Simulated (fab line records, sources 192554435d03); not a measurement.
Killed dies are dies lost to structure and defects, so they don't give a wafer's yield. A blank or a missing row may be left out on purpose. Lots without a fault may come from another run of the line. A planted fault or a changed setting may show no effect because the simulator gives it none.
fab line records | flow n5_finfet
record lots=24 wafers=72 last_day=18
route steps=1938 shown BEOL_M2@855
lots that met no fault: from a run of the same line without faults
start_h: hours from the record's first day to the start of the lot's first wafer shown | wait_h: hours since the lot's step before | " the same as in the row above | L1.1+2: a row that stands for several wafers | - no value, or no start given | * or withheld: withheld | < > ~ a bound
route shown NAME@n: a module of which the file shows steps, and the number in the route of the first | usual: mean/standard deviation of fault-free wafers | same: alike in all rows | chamber/n: place in a boat | sites: the reading at each site | _std_site: their standard deviation | _edge_site: outer sites' mean less inner sites' | radius_mm: how far each site lies from the wafer's centre | mask NAME#n: copy n | behind: the tool/chamber that last shaped the wafer | hold: why the lot was held/for how many hours/how that ended | device: the transistor (n, p or np) that didn't switch | end of line: the same wafers' tests at the end of the route | a step without rows: its recipe alone | killed: dies lost to structure and defects at the first sort, not the wafer's yield | map: a wafer's dies, x killed, . not, _ none there
set.NAME: the setting as run; set.NAME@STEP: as run at that earlier step | model.NAME: the simulator's own value behind a step, which no gauge read
steps of the route over a sample of lots; a table a step, a row a wafer
services: from which hour (start_h, from the record's first day; less than 0 if before it) a tool's chamber was out of use, for how many hours, and why
## steps
# step N5_BEOL_M2_OVL_MEAS_12
# recipe points_per_wafer=522
# usual M2_OVL=-0.2/0.59
# columns lot.wafer tool chamber start_h wait_h M2_OVL[nm]
L074.1 overlay-02 0 137.67 0.0 0.0
L074.4 " 0 " " 0.4
L074.5 " 0 " " 0.1
L076.1 overlay-01 0 150.03 0.0 -0.5
L076.3 " 0 " " 0.3
L076.5 " 0 " " 0.0
L075.3 overlay-02 0 150.09 0.0 -0.7
L075.5 " 0 " " -0.2
L075.6 " 0 " " 0.3
L078.1 overlay-01 0 158.41 0.0 -0.7
L078.4 " 0 " " -0.8
L078.5 " 0 " " -0.7
L077.1 overlay-02 0 166.20 0.0 -0.9
L077.5 " 0 " " -0.9
L077.6 " 0 " " -0.2
L079.2 overlay-02 0 173.58 0.0 -0.5
L079.4 " 0 " " 0.5
L079.6 " 0 " " -0.2
L080.1 overlay-01 0 180.37 0.0 -1.2
L080.2 " 0 " " -1.1
L080.5 " 0 " " -0.9
L083.1 overlay-02 0 187.83 0.0 -0.5
L083.2 " 0 " " 0.1
L083.5 " 0 " " -0.3
L081.1 overlay-01 0 188.41 0.0 0.3
L081.2 " 0 " " 0.3
L081.5 " 0 " " -0.6
L082.2 overlay-02 0 208.68 0.0 -0.4
L082.4 " 0 " " -0.7
L082.5 " 0 " " -0.1
L084.1 overlay-01 0 209.37 0.0 -0.5
L084.4 " 0 " " -0.4
L084.5 " 0 " " -0.7
L085.2 overlay-01 0 211.43 0.0 0.5
L085.5 " 0 " " 0.3
L085.6 " 0 " " -0.2
L087.3 overlay-02 0 215.04 0.0 -0.3
L087.5 " 0 " " 0.8
L087.6 " 0 " " 1.0
L086.1 overlay-01 0 215.23 0.0 -0.5
L086.3 " 0 " " -0.9
L086.4 " 0 " " -0.3
L090.1 overlay-01 0 230.94 0.0 0.1
L090.4 " 0 " " 0.3
L090.5 " 0 " " 1.0
L088.1 overlay-01 0 232.42 0.0 0.0
L088.2 " 0 " " -0.9
L088.3 " 0 " " -1.1
L089.1 overlay-01 0 237.82 0.0 -0.2
L089.4 " 0 " " -0.3
L089.6 " 0 " " -0.2
L091.1 overlay-01 0 239.53 0.0 -0.9
L091.4 " 0 " " -0.5
L091.5 " 0 " " 0.1
L092.1 overlay-02 0 256.98 0.0 1.1
L092.4 " 0 " " 0.4
L092.5 " 0 " " 0.6
L093.1 overlay-02 0 257.18 0.0 -0.2
L093.4 " 0 " " 0.1
L093.6 " 0 " " -0.2
L095.3 overlay-02 0 265.13 0.0 0.3
L095.5 " 0 " " -0.7
L095.6 " 0 " " -0.1
L096.1 overlay-02 0 266.42 0.0 -1.0
L096.3 " 0 " " 0.3
L096.5 " 0 " " 0.0
L094.1 overlay-02 0 270.58 0.0 0.5
L094.5 " 0 " " 0.2
L094.6 " 0 " " -0.1
L097.2 overlay-02 0 273.37 0.0 0.7
L097.4 " 0 " " -0.6
L097.6 " 0 " " 0.1
# step N5_BEOL_M2_ANNEAL_49
# recipe temp_c=400 time_s=240 ambient=vacuum
# usual heater_power_w=785/68
# columns lot.wafer tool chamber start_h wait_h heater_power_w
L074.1 pvd_sputter-02 - 142.85 0.0 919
L074.4 " - " " 812
L074.5 " - " " 768
L076.1 pvd_sputter-03 - 156.02 0.0 793
L076.3 " - " " 836
L076.5 " - " " 793
L075.3 pvd_sputter-02 - 158.88 0.0 899
L075.5 " - " " 828
L075.6 " - " " 754
L078.1 pvd_sputter-01 - 178.14 0.0 712
L078.4 " - " " 739
L078.5 " - " " 711
L077.1 pvd_sputter-03 - 182.98 0.0 756
L077.5 " - " " 819
L077.6 " - " " 852
L079.2 pvd_sputter-01 - 198.69 0.0 625
L079.4 " - " " 735
L079.6 " - " " 778
L080.1 pvd_sputter-03 - 200.42 0.0 836
L080.2 " - " " 805
L080.5 " - " " 859
L083.1 pvd_sputter-01 - 200.91 0.0 767
L083.2 " - " " 732
L083.5 " - " " 639
L081.1 pvd_sputter-02 - 203.91 0.0 832
L081.2 " - " " 903
L081.5 " - " " 747
L084.1 pvd_sputter-02 - 213.78 0.0 835
L084.4 " - " " 747
L084.5 " - " " 888
L085.2 pvd_sputter-03 - 216.43 0.0 747
L085.5 " - " " 798
L085.6 " - " " 853
L087.3 pvd_sputter-01 - 220.16 0.0 780
L087.5 " - " " 626
L087.6 " - " " 787
L082.2 pvd_sputter-02 - 222.73 0.0 800
L082.4 " - " " 767
L082.5 " - " " 775
L086.1 pvd_sputter-03 - 222.77 0.0 836
L086.3 " - " " 724
L086.4 " - " " 803
L090.1 pvd_sputter-02 - 235.41 0.0 926
L090.4 " - " " 785
L090.5 " - " " 773
L088.1 pvd_sputter-03 - 239.99 0.0 719
L088.2 " - " " 863
L088.3 " - " " 833
L089.1 pvd_sputter-03 - 253.88 0.0 804
L089.4 " - " " 720
L089.6 " - " " 864
L091.1 pvd_sputter-01 - 263.03 0.0 641
L091.4 " - " " 742
L091.5 " - " " 717
L092.1 pvd_sputter-02 - 268.09 0.0 903
L092.4 " - " " 844
L092.5 " - " " 897
L093.1 pvd_sputter-03 - 268.27 0.0 809
L093.4 " - " " 739
L093.6 " - " " 850
L096.1 pvd_sputter-01 - 276.97 0.0 644
L096.3 " - " " 727
L096.5 " - " " 740
L095.3 pvd_sputter-02 - 278.66 0.0 849
L095.5 " - " " 916
L095.6 " - " " 781
L094.1 pvd_sputter-01 - 282.11 0.0 768
L094.5 " - " " 640
L094.6 " - " " 789
L097.2 pvd_sputter-03 - 295.47 0.0 787
L097.4 " - " " 753
L097.6 " - " " 726
# step N5_BEOL_M2_ANNEAL_80
# recipe temp_c=400 time_s=240 ambient=vacuum
# usual heater_power_w=781/67
# columns lot.wafer tool chamber start_h wait_h heater_power_w
L074.1 pvd_sputter-02 - 143.07 0.0 902
L074.4 " - " " 789
L074.5 " - " " 756
L076.1 pvd_sputter-03 - 156.24 0.0 795
L076.3 " - " " 811
L076.5 " - " " 806
L075.3 pvd_sputter-02 - 159.10 0.0 893
L075.5 " - " " 821
L075.6 " - " " 763
L078.1 pvd_sputter-01 - 178.36 0.0 710
L078.4 " - " " 754
L078.5 " - " " 713
L077.1 pvd_sputter-03 - 183.20 0.0 740
L077.5 " - " " 815
L077.6 " - " " 857
L079.2 pvd_sputter-01 - 198.91 0.0 629
L079.4 " - " " 728
L079.6 " - " " 753
L080.1 pvd_sputter-03 - 200.64 0.0 806
L080.2 " - " " 803
L080.5 " - " " 831
L083.1 pvd_sputter-01 - 201.13 0.0 768
L083.2 " - " " 708
L083.5 " - " " 633
L081.1 pvd_sputter-02 - 204.13 0.0 831
L081.2 " - " " 920
L081.5 " - " " 761
L084.1 pvd_sputter-02 - 214.00 0.0 829
L084.4 " - " " 779
L084.5 " - " " 907
L085.2 pvd_sputter-03 - 216.68 0.0 740
L085.5 " - " " 830
L085.6 " - " " 866
L087.3 pvd_sputter-01 - 220.38 0.0 772
L087.5 " - " " 637
L087.6 " - " " 784
L082.2 pvd_sputter-02 - 222.95 0.0 788
L082.4 " - " " 733
L082.5 " - " " 788
L086.1 pvd_sputter-03 - 222.99 0.0 815
L086.3 " - " " 740
L086.4 " - " " 772
L090.1 pvd_sputter-02 - 235.63 0.0 907
L090.4 " - " " 799
L090.5 " - " " 751
L088.1 pvd_sputter-03 - 240.21 0.0 730
L088.2 " - " " 856
L088.3 " - " " 801
L089.1 pvd_sputter-03 - 254.10 0.0 794
L089.4 " - " " 710
L089.6 " - " " 845
L091.1 pvd_sputter-01 - 263.25 0.0 632
L091.4 " - " " 753
L091.5 " - " " 712
L092.1 pvd_sputter-02 - 268.31 0.0 889
L092.4 " - " " 822
L092.5 " - " " 885
L093.1 pvd_sputter-03 - 268.49 0.0 825
L093.4 " - " " 713
L093.6 " - " " 836
L096.1 pvd_sputter-01 - 277.19 0.0 637
L096.3 " - " " 752
L096.5 " - " " 729
L095.3 pvd_sputter-02 - 278.88 0.0 823
L095.5 " - " " 900
L095.6 " - " " 777
L094.1 pvd_sputter-01 - 282.33 0.0 752
L094.5 " - " " 627
L094.6 " - " " 766
L097.2 pvd_sputter-03 - 295.69 0.0 798
L097.4 " - " " 741
L097.6 " - " " 729
# step N5_BEOL_M2_ANNEAL_87
# recipe temp_c=400 time_s=240 ambient=vacuum
# usual heater_power_w=786/69
# columns lot.wafer tool chamber start_h wait_h heater_power_w
L074.1 pvd_sputter-02 - 143.51 0.0 922
L074.4 " - " " 789
L074.5 " - " " 770
L076.1 pvd_sputter-03 - 156.68 0.0 787
L076.3 " - " " 827
L076.5 " - " " 801
L075.3 pvd_sputter-02 - 159.54 0.0 907
L075.5 " - " " 854
L075.6 " - " " 750
L078.1 pvd_sputter-01 - 178.80 0.0 721
L078.4 " - " " 734
L078.5 " - " " 729
L077.1 pvd_sputter-03 - 183.64 0.0 743
L077.5 " - " " 811
L077.6 " - " " 861
L079.2 pvd_sputter-01 - 199.35 0.0 631
L079.4 " - " " 744
L079.6 " - " " 786
L080.1 pvd_sputter-03 - 201.08 0.0 820
L080.2 " - " " 788
L080.5 " - " " 883
L083.1 pvd_sputter-01 - 201.57 0.0 754
L083.2 " - " " 734
L083.5 " - " " 635
L081.1 pvd_sputter-02 - 204.57 0.0 846
L081.2 " - " " 899
L081.5 " - " " 755
L084.1 pvd_sputter-02 - 214.44 0.0 821
L084.4 " - " " 760
L084.5 " - " " 902
L085.2 pvd_sputter-03 - 217.17 0.0 727
L085.5 " - " " 834
L085.6 " - " " 860
L087.3 pvd_sputter-01 - 220.82 0.0 757
L087.5 " - " " 642
L087.6 " - " " 759
L082.2 pvd_sputter-02 - 223.39 0.0 801
L082.4 " - " " 756
L082.5 " - " " 799
L086.1 pvd_sputter-03 - 223.43 0.0 829
L086.3 " - " " 741
L086.4 " - " " 825
L090.1 pvd_sputter-02 - 236.07 0.0 920
L090.4 " - " " 777
L090.5 " - " " 760
L088.1 pvd_sputter-03 - 240.65 0.0 735
L088.2 " - " " 869
L088.3 " - " " 825
L089.1 pvd_sputter-03 - 254.54 0.0 797
L089.4 " - " " 739
L089.6 " - " " 860
L091.1 pvd_sputter-01 - 263.69 0.0 639
L091.4 " - " " 746
L091.5 " - " " 738
L092.1 pvd_sputter-02 - 268.75 0.0 924
L092.4 " - " " 843
L092.5 " - " " 907
L093.1 pvd_sputter-03 - 268.93 0.0 835
L093.4 " - " " 734
L093.6 " - " " 857
L096.1 pvd_sputter-01 - 277.63 0.0 620
L096.3 " - " " 734
L096.5 " - " " 733
L095.3 pvd_sputter-02 - 279.32 0.0 826
L095.5 " - " " 936
L095.6 " - " " 796
L094.1 pvd_sputter-01 - 282.77 0.0 775
L094.5 " - " " 634
L094.6 " - " " 786
L097.2 pvd_sputter-03 - 296.13 0.0 784
L097.4 " - " " 710
L097.6 " - " " 745
# step N5_BEOL_M2_SPUTTER_88
# recipe material=Cu target_thk_a=45 temp_c=-20 chamber_pressure_pa=0.07 power_w=withheld time_s=8.29
# usual throttle_valve_pct=29.5/0.75
# columns lot.wafer tool chamber start_h wait_h throttle_valve_pct
L074.1 pvd_sputter-02 - 143.65 0.1 29.7
L074.4 " - " " 29.7
L074.5 " - " " 30.4
L076.1 pvd_sputter-03 - 156.82 0.1 30.2
L076.3 " - " " 28.9
L076.5 " - " " 30.2
L075.3 pvd_sputter-02 - 159.68 0.1 29.5
L075.5 " - " " 28.2
L075.6 " - " " 30.6
L078.1 pvd_sputter-01 - 178.94 0.1 29.8
L078.4 " - " " 28.6
L078.5 " - " " 29.7
L077.1 pvd_sputter-03 - 183.78 0.1 29.3
L077.5 " - " " 28.5
L077.6 " - " " 29.7
L079.2 pvd_sputter-01 - 199.49 0.1 29.8
L079.4 " - " " 30.2
L079.6 " - " " 30.5
L080.1 pvd_sputter-03 - 201.22 0.1 28.7
L080.2 " - " " 30.1
L080.5 " - " " 29.7
L083.1 pvd_sputter-01 - 201.71 0.1 30.5
L083.2 " - " " 29.6
L083.5 " - " " 30.0
L081.1 pvd_sputter-02 - 204.71 0.1 28.2
L081.2 " - " " 29.1
L081.5 " - " " 30.5
L084.1 pvd_sputter-02 - 214.58 0.1 28.2
L084.4 " - " " 30.3
L084.5 " - " " 29.5
L085.2 pvd_sputter-03 - 217.33 0.1 29.2
L085.5 " - " " 28.2
L085.6 " - " " 29.8
L087.3 pvd_sputter-01 - 220.96 0.1 30.6
L087.5 " - " " 29.9
L087.6 " - " " 30.7
L082.2 pvd_sputter-02 - 223.53 0.1 29.8
L082.4 " - " " 30.5
L082.5 " - " " 29.6
L086.1 pvd_sputter-03 - 223.57 0.1 28.7
L086.3 " - " " 29.5
L086.4 " - " " 30.5
L090.1 pvd_sputter-02 - 236.21 0.1 29.3
L090.4 " - " " 29.5
L090.5 " - " " 30.4
L088.1 pvd_sputter-03 - 240.79 0.1 29.4
L088.2 " - " " 29.9
L088.3 " - " " 28.9
L089.1 pvd_sputter-03 - 254.68 0.1 30.4
L089.4 " - " " 29.3
L089.6 " - " " 29.8
L091.1 pvd_sputter-01 - 263.83 0.1 30.0
L091.4 " - " " 28.7
L091.5 " - " " 29.6
L092.1 pvd_sputter-02 - 268.89 0.1 29.1
L092.4 " - " " 28.0
L092.5 " - " " 29.5
L093.1 pvd_sputter-03 - 269.07 0.1 28.8
L093.4 " - " " 29.4
L093.6 " - " " 29.6
L096.1 pvd_sputter-01 - 277.77 0.1 29.7
L096.3 " - " " 28.5
L096.5 " - " " 28.4
L095.3 pvd_sputter-02 - 279.46 0.1 28.0
L095.5 " - " " 29.3
L095.6 " - " " 29.7
L094.1 pvd_sputter-01 - 282.91 0.1 30.3
L094.5 " - " " 29.9
L094.6 " - " " 30.5
L097.2 pvd_sputter-03 - 296.27 0.1 30.2
L097.4 " - " " 29.2
L097.6 " - " " 29.1
# step N5_BEOL_M2_CO_CAP_55
# recipe material=Co target_thk_a=20 temp_c=200 precursor=CCTBA/H2 pressure_torr=30 time_s=102.1
# usual heater_power_w=237/27
# columns lot.wafer tool chamber start_h wait_h heater_power_w since_wet_clean_h
L074.1 cvd_co-02 2 145.43 0.0 243 444
L074.4 " 1 " " 226 -
L074.5 " 1 " " 230 -
L076.1 cvd_co-02 2 158.56 0.0 241 457
L076.3 " 0 " " 205 919
L076.5 " 0 " " 208 -
L075.3 cvd_co-02 1 161.43 0.0 227 25
L075.5 " 0 " " 209 -
L075.6 " 1 " " 232 -
L078.1 cvd_co-01 1 180.70 0.0 296 1159
L078.4 " 0 " " 250 -
L078.5 " 2 " " 206 -
L077.1 cvd_co-02 2 185.53 0.0 238 484
L077.5 " 0 " " 209 -
L077.6 " 2 " " 250 -
L079.2 cvd_co-02 0 201.24 0.0 210 961
L079.4 " 0 " " 216 -
L079.6 " 1 " " 218 -
L080.1 cvd_co-02 2 203.02 0.0 240 501
L080.2 " 1 " " 214 66
L080.5 " 2 " " 239 -
L083.1 cvd_co-02 2 203.46 0.0 240 502
L083.2 " 0 " " 205 963
L083.5 " 0 " " 210 -
L081.1 cvd_co-02 1 206.45 0.0 224 70
L081.2 " 2 " " 240 505
L081.5 " 2 " " 249 -
L084.1 cvd_co-02 1 218.01 0.0 226 81
L084.4 " 0 " " 209 -
L084.5 " 1 " " 232 -
L085.2 cvd_co-01 1 219.21 0.0 289 1198
L085.5 " 2 " " 209 -
L085.6 " 1 " " 293 -
L087.3 cvd_co-01 2 222.71 0.0 217 305
L087.5 " 1 " " 297 -
L087.6 " 2 " " 209 -
L082.2 cvd_co-02 2 225.28 0.0 246 524
L082.4 " 0 " " 209 -
L082.5 " 2 " " 238 -
L086.1 cvd_co-02 1 225.39 0.0 225 89
L086.3 " 2 " " 240 524
L086.4 " 2 " " 240 -
L090.1 cvd_co-01 0 237.98 0.0 259 779
L090.4 " 0 " " 256 -
L090.5 " 0 " " 264 -
L088.1 cvd_co-01 1 242.54 0.0 295 1221
L088.2 " 2 " " 212 325
L088.3 " 0 " " 258 784
L089.1 cvd_co-01 1 256.42 0.0 291 1235
L089.4 " 2 " " 209 -
L089.6 " 1 " " 297 -
L091.1 cvd_co-02 1 265.58 0.0 226 129
L091.4 " 1 " " 224 -
L091.5 " 2 " " 246 -
L092.1 cvd_co-01 2 270.65 0.0 207 353
L092.4 " 2 " " 210 -
L092.5 " 0 " " 261 -
L093.1 cvd_co-01 0 270.81 0.0 258 812
L093.4 " 0 " " 258 -
L093.6 " 2 " " 206 -
L096.1 cvd_co-02 0 279.57 0.0 213 1040
L096.3 " 2 " " 235 578
L096.5 " 0 " " 205 -
L095.3 cvd_co-01 1 281.20 0.0 286 1260
L095.5 " 2 " " 208 -
L095.6 " 0 " " 251 -
L094.1 cvd_co-02 2 284.71 0.0 239 583
L094.5 " 2 " " 241 -
L094.6 " 1 " " 219 -
L097.2 cvd_co-02 2 298.01 0.0 236 596
L097.4 " 0 " " 208 -
L097.6 " 1 " " 233 -
## services
# columns tool chamber start_h hours kind
cvd_co-02 0 131.53 22.4 repair
pvd_sputter-03 - 161.93 6.6 repair
cvd_co-01 - 183.83 6.0 pm
pvd_sputter-02 - 185.64 12.6 repair
cvd_co-02 - 187.73 2.7 repair
cvd_co-02 - 194.94 4.3 pm
cvd_co-01 2 234.87 6.3 repair
## key
fault none
